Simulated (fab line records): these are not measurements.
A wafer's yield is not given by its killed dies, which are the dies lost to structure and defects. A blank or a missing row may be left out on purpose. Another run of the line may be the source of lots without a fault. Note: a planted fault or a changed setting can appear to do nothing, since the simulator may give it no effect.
fab line records	flow n5_finfet
[record] lots = 10	wafers = 30	last_day = 18
route steps=1938 shown SD_EPI_P@303 BEOL_M4@1111 PASSIVATION@1936
lots untouched by any fault: they come from a run of this same line in which no faults occurred
start_h: the number of hours between the record's first day and the start of the first shown wafer of the lot	wait_h: how many hours have passed since the lot's step before this one	" identical to the entry in the row above	L1.1+2: one row covering several wafers at once	- either no value or no given start	* or withheld: withheld	< > ~ a bound
route shown NAME@n: a module of which the file shows steps, and the number in the route of the first	usual: the fault-free wafers' mean and standard deviation	same: alike in all rows	chamber/n: place in a boat	sites: the reading at each site	_std_site: how widely they spread, as a standard deviation	_edge_site: mean of outer sites minus mean of inner sites	radius_mm: how far each site lies from the wafer's centre	mask NAME#n: copy n	behind: the most recent tool/chamber to have shaped the wafer	hold: why the lot went on hold/how many hours it stayed there/how the hold came to an end	device: whichever transistor did not switch (one of n, p or np)	end of line: tests of these same wafers at the route's end	for a step that has no rows: nothing shown but its recipe	killed: at the first sort, the dies lost to defects and structure; wafer yield is something else	map: shows each die of a wafer: x if killed, . if not, _ if none is there
set.NAME: setting as actually run; set.NAME@STEP: the setting as run at that earlier step	model.NAME: the simulator's own value behind a step, which no gauge read
route steps across a sampled set of lots; one table per step, one row per wafer
services: a tool's chamber out of use, with start hour (start_h, from the record's first day; less than 0 if before it), hours out, and reason
[[steps]]
[step N5_SD_EPI_P_CD_MEAS_09]
[recipe] target_cd_nm = 240	landing_energy_ev = 500	detector = se_inlens
[usual] cd_nm = 240.3/0.8
lot.wafer	tool	chamber	start_h	wait_h	cd_nm
L870.3	cd_sem-02	0	59.08	-	240.7
L870.4	"	0	"	"	241.6
L870.6	"	0	"	"	241.2
L871.1	cd_sem-01	0	65.78	-	240.7
L871.3	"	0	"	"	241.3
L871.5	"	0	"	"	241.3
L872.1	cd_sem-02	0	72.49	-	239.1
L872.2	"	0	"	"	239.1
L872.3	"	0	"	"	238.4
L873.1	cd_sem-02	0	81.10	-	240.2
L873.5	"	0	"	"	240.3
L873.6	"	0	"	"	240.2
L882.1	cd_sem-03	0	139.12	-	239.4
L882.4	"	0	"	"	240.6
L882.5	"	0	"	"	239.0
L885.2	cd_sem-03	0	157.72	-	241.5
L885.4	"	0	"	"	240.7
L885.5	"	0	"	"	240.6
L886.2	cd_sem-01	0	160.74	-	240.9
L886.5	"	0	"	"	241.5
L886.6	"	0	"	"	239.2
L887.4	cd_sem-03	0	162.22	-	240.1
L887.5	"	0	"	"	241.1
L887.6	"	0	"	"	239.3
L888.1	cd_sem-01	0	170.38	-	241.2
L888.2	"	0	"	"	239.6
L888.6	"	0	"	"	239.8
L892.2	cd_sem-02	0	198.72	-	239.8
L892.3	"	0	"	"	240.6
L892.5	"	0	"	"	240.9
[step N5_SD_EPI_P_ETCH_36]
[recipe] chemistry = CF4	target = SiARC	target_depth_a = 455	mask_material = CAR-ArF-block	time_s = 75.8	ion_energy_ev = 80	pressure_mtorr = 40	source_w = 545	bias_w = 36	Ar_flow_sccm = 100	cf4_flow_sccm = 100	ends = cleared
[usual] drypump_motor_current_A = 5.5/0.4	etch_rf_on_time_s = 75.7/1.2	oes_product_au = 0.67/0.07	rf_vpp_V = 183.8/1	showerhead_plenum_p_Torr = 2.12/0.073	throttle_valve_pct = 15.47/0.22
lot.wafer	tool	chamber	start_h	wait_h	drypump_motor_current_A	etch_rf_on_time_s	oes_product_au	rf_hours_counter_h	rf_vpp_V	showerhead_plenum_p_Torr	throttle_valve_pct
L870.3	rie_diel-04	2	59.20	0.0	6.2	75.6	0.80	12	183.6	2.19	15.06
L870.4	"	1	"	"	5.7	74.1	0.69	107	181.8	1.98	15.30
L870.6	"	3	"	"	5.1	72.9	0.63	-	183.9	2.05	15.48
L871.1	rie_diel-04	0	65.90	0.0	5.8	75.9	0.61	210	183.9	2.11	15.85
L871.3	"	1	"	"	5.7	76.0	0.67	109	183.4	1.98	15.31
L871.5	"	1	"	"	5.7	75.7	0.67	-	181.6	1.98	15.31
L872.1	rie_diel-01	3	72.62	0.0	5.6	75.9	0.68	117	186.0	2.25	15.43
L872.2	"	0	"	"	4.9	75.8	0.60	229	183.3	2.12	15.68
L872.3	"	1	"	"	5.8	74.0	0.78	43	184.5	2.10	15.29
L873.1	rie_diel-01	2	81.22	0.0	5.2	75.8	0.70	101	183.4	2.08	15.47
L873.5	"	0	"	"	5.0	76.0	0.60	-	184.1	2.12	15.68
L873.6	"	3	"	"	5.6	76.9	0.67	-	185.3	2.25	15.46
L882.1	rie_diel-03	3	139.25	0.0	5.7	74.9	0.59	223	183.1	2.13	15.81
L882.4	"	1	"	"	6.3	74.9	0.60	227	185.2	2.20	15.99
L882.5	"	2	"	"	5.1	75.7	0.58	-	182.2	2.19	15.72
L885.2	rie_diel-04	2	157.85	0.0	6.2	77.2	0.74	42	185.1	2.18	15.11
L885.4	"	1	"	"	5.7	75.9	0.65	134	182.6	1.98	15.36
L885.5	"	1	"	"	5.7	75.7	0.66	-	182.8	1.98	15.36
L886.2	rie_diel-01	0	160.87	0.0	4.9	78.7	0.84	0	182.9	2.11	15.16
L886.5	"	0	"	"	5.0	79.0	0.84	-	184.3	2.11	15.16
L886.6	"	1	"	"	5.7	75.5	0.73	-	182.4	2.09	15.32
L887.4	rie_diel-01	1	162.56	0.0	5.8	74.5	0.73	72	182.5	2.09	15.34
L887.5	"	1	"	"	5.8	75.0	0.73	-	182.8	2.09	15.34
L887.6	"	2	"	"	5.2	77.1	0.67	-	181.6	2.07	15.52
L888.1	rie_diel-03	1	170.51	0.0	6.3	76.1	0.59	239	185.6	2.20	16.02
L888.2	"	3	"	"	5.7	76.2	0.59	235	183.9	2.13	15.83
L888.6	"	2	"	"	5.0	74.9	0.83	-	184.7	2.19	15.22
L892.2	rie_diel-01	1	198.84	0.0	5.7	74.2	0.73	78	183.9	2.09	15.35
L892.3	"	2	"	"	5.2	76.6	0.66	138	184.1	2.07	15.57
L892.5	"	1	"	"	5.8	73.9	0.72	-	183.3	2.09	15.33
[step N5_SD_EPI_P_VAPOR_ETCH_44]
[recipe] chemistry = NF3/Ar	target = SiGe30	temp_c = 25	time_s = 3.3	mode = isotropic
lot.wafer	tool	chamber	start_h	wait_h
L870.3+4+6	epi_rpcvd-04	0	60.39	0.1
L871.1+3+5	epi_rpcvd-04	0	67.04	0.1
L872.1+2+3	epi_rpcvd-04	0	73.75	0.1
L873.1+5+6	epi_rpcvd-01	0	82.36	0.1
L882.1+4+5	epi_rpcvd-04	0	140.44	0.2
L882.1+4+5	epi_rpcvd-04	0	140.84	0.4
L885.2+4+5	epi_rpcvd-04	0	159.01	0.1
L885.2+4+5	epi_rpcvd-04	0	159.35	0.3
L886.2+5+6	epi_rpcvd-03	0	162.03	0.1
L887.4+5+6	epi_rpcvd-01	0	163.88	0.2
L888.1+2+6	epi_rpcvd-04	0	171.70	0.2
L892.2+3+5	epi_rpcvd-03	0	200.01	0.1
[step N5_SD_EPI_P_INSPECT_26]
[recipe] inspect_instrument = darkfield	mode = post_epi
[usual] raw_defect_count = 178/37
lot.wafer	tool	chamber	start_h	wait_h	raw_defect_count
L870.3	defect_inspect-01	-	62.88	0.0	192
L870.4	"	-	"	"	121
L870.6	"	-	"	"	190
L871.1	defect_inspect-02	-	69.60	0.0	149
L871.3	"	-	"	"	185
L871.5	"	-	"	"	146
L872.1	defect_inspect-01	-	76.32	0.0	226
L872.2	"	-	"	"	206
L872.3	"	-	"	"	192
L873.1	defect_inspect-02	-	84.90	0.0	199
L873.5	"	-	"	"	153
L873.6	"	-	"	"	201
L882.1	defect_inspect-02	-	144.40	0.0	138
L882.4	"	-	"	"	146
L882.5	"	-	"	"	150
L885.2	defect_inspect-01	-	161.91	0.0	215
L885.4	"	-	"	"	143
L885.5	"	-	"	"	144
L886.2	defect_inspect-01	-	164.55	0.0	138
L886.5	"	-	"	"	201
L886.6	"	-	"	"	163
L887.4	defect_inspect-01	-	167.09	0.0	118
L887.5	"	-	"	"	192
L887.6	"	-	"	"	146
L888.1	defect_inspect-01	-	175.03	0.0	204
L888.2	"	-	"	"	171
L888.6	"	-	"	"	222
L892.2	defect_inspect-01	-	202.53	0.0	169
L892.3	"	-	"	"	193
L892.5	"	-	"	"	213
[step N5_BEOL_M4_RC_MEAS_101]
[usual] DIBL_N = 36.5/1.4	DIBL_P = 36.6/1.9	IOFF_N = 0.167/0.029	IOFF_P = 0.21/0.033	ION_N = 674/12	ION_P = 460/8.9	SS_N = 71.6/0.57	SS_P = 73.4/0.61	VT_N = 249/3.3	VT_P = -250/3.3
lot.wafer	tool	chamber	start_h	wait_h	DIBL_N[mV/V]	DIBL_P[mV/V]	IOFF_N[nA/um]	IOFF_P[nA/um]	ION_N[uA/um]	ION_P[uA/um]	SS_N[mV/dec]	SS_P[mV/dec]	VT_N[mV]	VT_P[mV]
L870.3	prober-01	0	164.05	0.9	34.9	35.9	0.152	0.17	682	454	71.5	73.3	250	-254
L870.4	"	0	"	"	34.5	35.7	0.133	0.18	660	449	71.4	73.7	251	-253
L870.6	"	0	"	"	37.4	37.8	0.186	0.20	670	453	72.5	73.2	244	-253
L871.1	prober-02	0	178.37	0.0	36.0	36.0	0.160	0.20	664	454	71.5	73.9	250	-252
L871.3	"	0	"	"	34.5	33.9	0.134	0.18	657	450	71.3	73.7	252	-256
L871.5	"	0	"	"	38.5	39.2	0.214	0.26	674	459	72.6	74.7	244	-247
L872.1	prober-02	0	181.24	0.0	36.0	37.2	0.162	0.23	693	478	71.3	72.9	252	-252
L872.2	"	0	"	"	34.5	34.3	0.130	0.19	667	460	71.4	72.8	253	-250
L872.3	"	0	"	"	36.4	36.9	0.145	0.22	659	457	72.1	73.6	252	-250
L873.1	prober-02	0	195.26	0.0	36.6	35.3	0.158	0.23	678	467	71.5	73.4	250	-248
L873.5	"	0	"	"	35.1	33.9	0.135	0.21	662	462	70.4	73.0	252	-248
L873.6	"	0	"	"	37.3	36.3	0.173	0.25	677	470	71.1	73.6	250	-244
L882.1	prober-02	0	261.62	0.4	36.3	-	0.172	-	667	-	71.7	-	248	-
L882.4	"	0	"	"	36.7	-	0.179	-	674	-	71.3	-	249	-
L882.5	"	0	"	"	35.4	-	0.136	-	656	-	71.5	-	255	-
L885.2	prober-01	0	268.55	0.2	36.4	-	0.127	-	656	-	71.0	-	255	-
L885.4	"	0	"	"	40.3	-	0.217	-	674	-	72.3	-	245	-
L885.5	"	0	"	"	36.8	-	0.137	-	656	-	71.5	-	252	-
L886.2	prober-02	0	269.37	0.2	35.6	35.7	0.135	0.16	662	445	71.4	72.4	255	-255
L886.5	"	0	"	"	36.2	36.2	0.152	0.17	664	446	70.7	73.0	249	-255
L886.6	"	0	"	"	37.4	37.4	0.164	0.20	674	454	72.3	72.9	251	-255
L888.1	prober-02	0	286.76	0.0	35.4	35.2	0.142	0.17	675	463	71.0	72.1	249	-251
L888.2	"	0	"	"	36.2	34.6	0.146	0.16	669	446	71.2	73.0	252	-256
L888.6	"	0	"	"	35.8	35.9	0.151	0.18	684	466	71.3	73.0	252	-254
L887.4	prober-01	0	289.69	0.5	37.9	38.4	0.174	0.24	668	462	72.1	73.4	248	-251
L887.5	"	0	"	"	39.4	41.1	0.228	0.29	703	481	71.8	74.9	245	-247
L887.6	"	0	"	"	38.6	38.5	0.181	0.23	658	452	71.8	73.6	250	-251
L892.2	prober-01	0	308.71	0.2	35.2	34.8	0.133	0.19	649	452	72.1	72.1	252	-252
L892.3	"	0	"	"	35.4	35.0	0.141	0.20	670	462	71.4	72.8	250	-251
L892.5	"	0	"	"	36.6	36.5	0.165	0.21	663	447	72.4	71.9	249	-251
[step N5_PASSIVATION_PROBE_49]
[usual] defect_limited_yield = 91.2/1.6	killed_at_M0_to_M3 = 34/11	killed_at_M4_up = 14/5.7	killed_at_contacts = 14/6.6	killed_at_front_end = 37/10	killed_at_other = 4/3.2	killed_dies = 104/19	killed_open = 69/13	killed_short = 33/8.7	sort_bin_4_leakage = 0.00/0.014	sort_bin_5_function = 5.1/1	sort_bin_6_memory = 3.3/0.76	sort_bin_8_speed = 0.00/0.016	sort_n_pass = 1076/19	sort_yield_pct = 91.2/1.6
[same] gross_dies = 1180	killed_at_back_side = 0
lot.wafer	tool	chamber	start_h	wait_h	defect_limited_yield[%]	killed_at_M0_to_M3	killed_at_M4_up	killed_at_contacts	killed_at_front_end	killed_at_other	killed_dies	killed_open	killed_short	sort_bin_4_leakage[%]	sort_bin_5_function[%]	sort_bin_6_memory[%]	sort_bin_8_speed[%]	sort_n_pass	sort_yield_pct[%]
L870.3	prober-02	-	256.47	0.1	89.7	47	11	29	32	2	121	78	38	0	6.3	3.6	0	1059	89.7
L870.4	prober-02	-	256.52	0.2	91.9	34	20	14	25	3	96	69	25	0	4.7	3.1	0	1084	91.9
L870.6	prober-02	-	256.62	0.3	90.5	44	10	18	37	3	112	66	42	0	6.2	2.6	0.08	1068	90.5
L872.1	prober-02	-	275.76	0.0	89.5	28	29	15	47	5	124	77	38	0	5.8	3.7	0	1056	89.5
L872.2	prober-02	-	275.81	0.1	90.7	24	23	6	55	2	110	84	23	0	5.5	3.6	0	1070	90.7
L872.3	prober-02	-	275.86	0.1	92.9	37	14	3	30	0	84	57	26	0	4.2	2.6	0	1096	92.9
L871.1	prober-01	-	275.80	0.1	93.1	36	11	6	21	7	81	55	25	0	3.2	3.6	0	1099	93.1
L871.3	prober-01	-	275.90	0.2	93.7	24	10	10	27	3	74	44	30	0	4.2	1.9	0	1106	93.7
L871.5	prober-01	-	276.00	0.3	94.4	19	10	11	23	3	66	41	23	0	4.0	1.4	0	1114	94.4
L873.1	prober-02	-	291.53	0.0	93.8	25	5	13	29	1	73	48	25	0	3.6	2.3	0	1107	93.8
L873.5	prober-02	-	291.73	0.2	94.2	28	14	9	16	1	68	50	17	0	3.1	2.5	0	1112	94.2
L873.6	prober-02	-	291.78	0.3	93.0	32	11	10	28	2	83	56	26	0	3.7	3.1	0.08	1097	93.0
L882.1	prober-02	-	360.52	0.0	91.9	28	9	9	48	1	95	66	29	91.95	4.8	2.9	0	0	0
L882.4	prober-02	-	360.67	0.2	89.0	28	21	21	52	8	130	85	44	88.98	6.1	4.6	0	0	0
L882.5	prober-02	-	360.72	0.2	90.5	21	21	21	42	7	112	76	36	90.51	6.3	3.0	0	0	0
L885.2	prober-02	-	373.98	0.1	92.9	20	7	13	43	1	84	51	33	92.88	3.9	3.1	0	0	0
L885.4	prober-02	-	374.08	0.2	89.6	49	16	11	47	0	123	84	36	89.58	5.9	3.6	0	0	0
L885.5	prober-02	-	374.13	0.2	90.6	36	13	8	50	4	111	79	31	90.59	6.3	2.9	0	0	0
L886.2	prober-02	-	379.13	0.1	90.7	40	14	16	40	0	110	74	36	0	5.5	3.1	0	1070	90.7
L886.5	prober-02	-	379.28	0.2	92.7	24	7	12	42	1	86	51	32	0	4.2	2.8	0	1094	92.7
L886.6	prober-02	-	379.33	0.3	92.2	31	12	15	34	0	92	61	31	0	4.7	2.8	0	1088	92.2
L888.1	prober-01	-	390.01	0.0	90.9	35	10	22	39	1	107	73	32	0	5.8	3.1	0	1073	90.9
L888.2	prober-01	-	390.06	0.1	89.6	41	15	29	38	0	123	76	45	0	6.2	3.7	0.08	1057	89.6
L888.6	prober-01	-	390.26	0.3	91.4	15	22	34	28	3	102	81	19	0	4.2	4.3	0	1078	91.4
L887.4	prober-01	-	395.88	0.2	93.1	19	12	7	35	8	81	50	29	0	3.8	3.0	0	1099	93.1
L887.5	prober-01	-	395.93	0.2	90.7	36	11	12	44	7	110	71	39	0	5.0	4.0	0	1070	90.7
L887.6	prober-01	-	395.98	0.3	91.1	45	6	10	39	5	105	73	31	0	5.3	3.5	0	1075	91.1
L892.2	prober-02	-	425.39	0.1	91.5	32	7	20	28	13	100	68	31	0	4.7	3.6	0	1080	91.5
L892.3	prober-02	-	425.44	0.1	91.1	35	17	11	29	13	105	53	52	0	4.8	3.6	0	1075	91.1
L892.5	prober-02	-	425.54	0.2	91.5	31	16	9	32	12	100	66	32	0	5.6	2.7	0	1080	91.5
// killed by level:class
L870.3 MOL_CONTACT_COAG:geometric_particle:open=18 BEOL_M0_SAQP:geometric_particle:short=13 MOL_CONTACT_COAG:geometric_particle:short=11 BEOL_M0_SAQP:geometric_particle:open=10 BEOL_M3:geometric_particle:open=8 FIN_SAQP:geometric_particle:open=7 BEOL_M4:geometric_particle:open=7 BEOL_M2:geometric_particle:open=6
L870.4 MOL_CONTACT_COAG:geometric_particle:open=13 BEOL_M4:geometric_particle:open=9 BEOL_M0_SAQP:geometric_particle:open=8 BEOL_M2:geometric_particle:open=6 BEOL_M3:geometric_particle:open=6 BEOL_M0_SAQP:geometric_particle:short=5 SPACER0:geometric_particle:open=4 GATE_CUT:geometric_particle:short=4
L870.6 BEOL_M0_SAQP:geometric_particle:open=13 MOL_CONTACT_COAG:geometric_particle:open=12 BEOL_M0_SAQP:geometric_particle:short=11 FIN_SAQP:geometric_particle:open=7 MOL_CONTACT_COAG:geometric_particle:short=6 BEOL_M4:geometric_particle:open=6 BEOL_M3:geometric_particle:open=5 BEOL_M2:geometric_particle:open=5
L872.1 BEOL_M4:geometric_particle:open=15 STI_FIN_REVEAL:geometric_particle:open=10 MOL_CONTACT_COAG:geometric_particle:open=10 BEOL_M0_SAQP:geometric_particle:short=9 BEOL_M1:geometric_particle:open=9 HKMG_FIN:area_etch=9 FIN_SAQP:geometric_particle:open=6 BEOL_M0_SAQP:geometric_particle:open=6
L871.1 BEOL_M1:geometric_particle:open=10 STI_FIN_REVEAL:geometric_particle:open=8 BEOL_M0_SAQP:geometric_particle:open=7 BEOL_M0_SAQP:geometric_particle:short=5 BEOL_M1:geometric_particle:short=5 MOL_CONTACT_COAG:geometric_particle:open=4 BEOL_M3:geometric_particle:open=4 BEOL_M4:geometric_particle:open=4
L872.2 STI_FIN_REVEAL:geometric_particle:open=13 BEOL_M4:geometric_particle:open=13 FIN_SAQP:geometric_particle:open=10 BEOL_M0_SAQP:geometric_particle:open=10 STARTING-WAFER:geometric_particle:open=9 BEOL_M1:geometric_particle:open=7 MOL_CONTACT_COAG:geometric_particle:open=6 FIN_SAQP:geometric_particle:short=3
L872.3 BEOL_M1:geometric_particle:open=11 BEOL_M2:geometric_particle:open=7 STI_FIN_REVEAL:geometric_particle:open=6 BEOL_M0_SAQP:geometric_particle:short=6 BEOL_M4:geometric_particle:open=5 BEOL_M1:geometric_particle:short=4 STARTING-WAFER:geometric_particle:open=4 ILD0:geometric_particle:open=3
L871.3 MOL_CONTACT_COAG:geometric_particle:open=9 STI_FIN_REVEAL:geometric_particle:open=6 BEOL_M4:geometric_particle:open=5 BEOL_M0_SAQP:geometric_particle:short=4 BEOL_M0_SAQP:geometric_particle:open=4 BEOL_M0:geometric_particle:short=4 BEOL_M1:geometric_particle:short=4 STARTING-WAFER:geometric_particle:open=4
L871.5 MOL_CONTACT_COAG:geometric_particle:open=8 GATE_CUT:geometric_particle:short=7 BEOL_M3:geometric_particle:open=6 BEOL_M0_SAQP:geometric_particle:open=4 ILD0:geometric_particle:short=3 MOL_CONTACT_COAG:geometric_particle:short=3 BEOL_M1:geometric_particle:open=3 BEOL_M5:geometric_particle:open=3
L873.1 STI_FIN_REVEAL:geometric_particle:open=12 MOL_CONTACT_COAG:geometric_particle:open=11 BEOL_M1:geometric_particle:open=6 BEOL_M2:geometric_particle:open=4 BEOL_M0_SAQP:geometric_particle:open=4 BEOL_M1:geometric_particle:short=3 BEOL_M3:geometric_particle:short=3 FIN_SAQP:geometric_particle:short=2
L873.5 MOL_CONTACT_COAG:geometric_particle:open=8 BEOL_M0_SAQP:geometric_particle:open=8 BEOL_M1:geometric_particle:open=7 BEOL_M3:geometric_particle:open=4 STARTING-WAFER:geometric_particle:open=4 BEOL_M0_SAQP:geometric_particle:short=3 BEOL_M4:geometric_particle:open=3 FIN_SAQP:geometric_particle:open=2
L873.6 STI_FIN_REVEAL:geometric_particle:open=7 MOL_CONTACT_COAG:geometric_particle:open=7 BEOL_M1:geometric_particle:open=7 FIN_SAQP:geometric_particle:short=6 BEOL_M0_SAQP:geometric_particle:short=5 BEOL_M0_SAQP:geometric_particle:open=5 BEOL_M0:geometric_particle:open=5 FIN_SAQP:geometric_particle:open=4
L882.1 STI_FIN_REVEAL:geometric_particle:open=12 FIN_SAQP:geometric_particle:short=9 MOL_CONTACT_COAG:geometric_particle:open=8 BEOL_M2:geometric_particle:open=8 STARTING-WAFER:geometric_particle:open=7 BEOL_M0_SAQP:geometric_particle:short=6 FIN_SAQP:geometric_particle:open=5 BEOL_M4:geometric_particle:open=4
L882.4 STI_FIN_REVEAL:geometric_particle:open=15 MOL_CONTACT_COAG:geometric_particle:open=14 BEOL_M0_SAQP:geometric_particle:open=13 GATE_CUT:geometric_particle:short=7 MOL_CONTACT_COAG:geometric_particle:short=7 BEOL_M4:geometric_particle:open=7 GATE_CUT:geometric_particle:open=6 FIN_SAQP:geometric_particle:short=5
L882.5 MOL_CONTACT_COAG:geometric_particle:open=17 GATE_CUT:geometric_particle:short=11 STI_FIN_REVEAL:geometric_particle:open=10 BEOL_M2:geometric_particle:open=6 MOL_CONTACT_COAG:geometric_particle:short=4 GATE_CUT:geometric_particle:open=4 BEOL_M7:geometric_particle:open=4 PASS1_CAP:geometric_particle:open=4
L885.2 DUMMY_GATE:geometric_particle:open=10 MOL_CONTACT_COAG:geometric_particle:open=10 FIN_SAQP:geometric_particle:short=8 FIN_SAQP:geometric_particle:open=6 BEOL_M2:geometric_particle:open=6 BEOL_M0_SAQP:geometric_particle:short=5 GATE_CUT:geometric_particle:short=4 BEOL_M0_SAQP:geometric_particle:open=4
L885.4 FIN_SAQP:geometric_particle:open=18 BEOL_M1:geometric_particle:open=12 BEOL_M0_SAQP:geometric_particle:open=10 BEOL_M0_SAQP:geometric_particle:short=9 MOL_CONTACT_COAG:geometric_particle:open=8 BEOL_M0:geometric_particle:open=6 STI_FIN_REVEAL:geometric_particle:open=6 GATE_CUT:geometric_particle:short=5
L885.5 FIN_SAQP:geometric_particle:open=10 STI_FIN_REVEAL:geometric_particle:open=10 FIN_SAQP:geometric_particle:short=8 BEOL_M0_SAQP:geometric_particle:open=7 BEOL_M0:geometric_particle:open=7 DUMMY_GATE:geometric_particle:open=6 MOL_CONTACT_COAG:geometric_particle:open=6 BEOL_M0_SAQP:geometric_particle:short=6
L886.2 FIN_SAQP:geometric_particle:short=13 MOL_CONTACT_COAG:geometric_particle:open=13 BEOL_M2:geometric_particle:open=10 BEOL_M3:geometric_particle:open=9 FIN_SAQP:geometric_particle:open=7 BEOL_M1:geometric_particle:open=7 BEOL_M0_SAQP:geometric_particle:short=5 GATE_CUT:geometric_particle:short=5
L886.5 MOL_CONTACT_COAG:geometric_particle:open=10 FIN_SAQP:geometric_particle:short=8 BEOL_M0_SAQP:geometric_particle:short=6 BEOL_M1:geometric_particle:open=6 STI_FIN_REVEAL:geometric_particle:open=5 BEOL_M0_SAQP:geometric_particle:open=5 STARTING-WAFER:geometric_particle:short=5 STARTING-WAFER:geometric_particle:open=4
L886.6 MOL_CONTACT_COAG:geometric_particle:open=13 BEOL_M1:geometric_particle:open=11 FIN_SAQP:geometric_particle:open=9 BEOL_M3:geometric_particle:open=8 GATE_CUT:geometric_particle:short=7 FIN_SAQP:geometric_particle:short=5 BEOL_M2:geometric_particle:open=4 BEOL_M2:geometric_particle:short=4
L888.1 MOL_CONTACT_COAG:geometric_particle:open=20 STI_FIN_REVEAL:geometric_particle:open=9 BEOL_M0_SAQP:geometric_particle:open=8 BEOL_M0_SAQP:geometric_particle:short=7 DUMMY_GATE:geometric_particle:open=6 BEOL_M2:geometric_particle:short=5 BEOL_M3:geometric_particle:open=5 BEOL_M1:geometric_particle:open=4
L888.2 MOL_CONTACT_COAG:geometric_particle:open=22 STI_FIN_REVEAL:geometric_particle:open=11 BEOL_M0_SAQP:geometric_particle:short=9 MOL_CONTACT_COAG:geometric_particle:short=7 BEOL_M3:geometric_particle:open=7 BEOL_M4:geometric_particle:open=7 BEOL_M1:geometric_particle:short=5 BEOL_M5:geometric_particle:open=5
L888.6 MOL_CONTACT_COAG:geometric_particle:open=32 STI_FIN_REVEAL:geometric_particle:open=9 BEOL_M4:geometric_particle:open=7 FIN_SAQP:geometric_particle:open=6 BEOL_M8:geometric_particle:open=5 BEOL_M2:geometric_particle:open=4 DUMMY_GATE:geometric_particle:open=3 BEOL_M0_SAQP:geometric_particle:open=3
L887.4 FIN_SAQP:geometric_particle:open=11 BEOL_M0_SAQP:geometric_particle:open=7 FIN_SAQP:geometric_particle:short=6 GATE_CUT:geometric_particle:short=6 BEOL_M0_SAQP:geometric_particle:short=6 MOL_CONTACT_COAG:geometric_particle:open=5 BEOL_M4:geometric_particle:open=5 STI_FIN_REVEAL:geometric_particle:open=3
L887.5 FIN_SAQP:geometric_particle:open=12 MOL_CONTACT_COAG:geometric_particle:open=10 FIN_SAQP:geometric_particle:short=8 BEOL_M3:geometric_particle:open=8 BEOL_M1:geometric_particle:open=7 BEOL_M2:geometric_particle:open=7 GATE_CUT:geometric_particle:short=6 STARTING-WAFER:geometric_particle:short=5
L887.6 BEOL_M3:geometric_particle:open=21 GATE_CUT:geometric_particle:short=9 FIN_SAQP:geometric_particle:open=8 MOL_CONTACT_COAG:geometric_particle:open=8 BEOL_M0_SAQP:geometric_particle:open=8 STI_FIN_REVEAL:geometric_particle:open=7 DUMMY_GATE:geometric_particle:open=4 FIN_SAQP:geometric_particle:short=3
L892.2 MOL_CONTACT_COAG:geometric_particle:open=17 BEOL_M3:geometric_particle:open=9 BEOL_M0_SAQP:geometric_particle:open=6 FIN_SAQP:geometric_particle:short=5 FIN_SAQP:geometric_particle:open=4 BEOL_M0_SAQP:geometric_particle:short=4 BEOL_M2:geometric_particle:open=4 BEOL_M4:geometric_particle:open=4
L892.3 BEOL_M3:geometric_particle:open=12 FIN_SAQP:geometric_particle:short=11 BEOL_M4:geometric_particle:open=8 MOL_CONTACT_COAG:geometric_particle:open=7 BEOL_M1:geometric_particle:open=6 MOL_CONTACT_COAG:geometric_particle:short=4 BEOL_M4:geometric_particle:short=4 PAD_METAL:geometric_particle:open=4
L892.5 FIN_SAQP:geometric_particle:open=8 MOL_CONTACT_COAG:geometric_particle:open=8 BEOL_M0_SAQP:geometric_particle:open=7 BEOL_M0:geometric_particle:open=6 BEOL_M1:geometric_particle:open=6 PASS1_CAP:geometric_particle:open=6 FIN_SAQP:geometric_particle:short=5 BEOL_M4:geometric_particle:open=5
[[services]]
tool	chamber	start_h	hours	kind
epi_rpcvd-03	-	67.67	0.3	repair
epi_rpcvd-03	-	81.92	2.3	repair
rie_diel-04	0	90.90	7.5	repair
epi_rpcvd-01	-	106.04	5.4	repair
epi_rpcvd-01	-	117.05	1.3	repair
rie_diel-04	1	136.39	8.7	repair
rie_diel-03	2	142.38	-	clean
rie_diel-03	2	142.38	-	consumable_replace:focus_ring
rie_diel-03	2	142.38	20.4	scheduled_down
rie_diel-03	2	142.38	20.4	vent_cycle
rie_diel-01	0	144.02	-	clean
rie_diel-01	0	144.02	-	consumable_replace:focus_ring
rie_diel-01	0	144.02	16.1	scheduled_down
rie_diel-01	0	144.02	16.1	vent_cycle
rie_diel-01	1	186.61	6.5	repair
rie_diel-04	3	198.65	1.7	repair
[[key]]
[first_sign] step = N5_SD_EPI_P_VAPOR_ETCH_44	reading = visit	direction = added
[effect] step = N5_PASSIVATION_PROBE_49	reading = sort_bin_4_leakage	direction = up	sigmas = 99+	usual = 0.00	struck = 90.75
met_at N5_SD_EPI_P_VAPOR_ETCH_44
struck_lots L882,L885
not_acting_at N5_SD_EPI_P_CD_MEAS_09,N5_SD_EPI_P_ETCH_36,N5_SD_EPI_P_INSPECT_26
[fault] kind = repeated_step_whole	tool = epi_rpcvd-01,epi_rpcvd-03,epi_rpcvd-04	chamber = -	onset_h = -	steps = N5_SD_EPI_P_VAPOR_ETCH_44	times = 1	scope = struck_lots_only
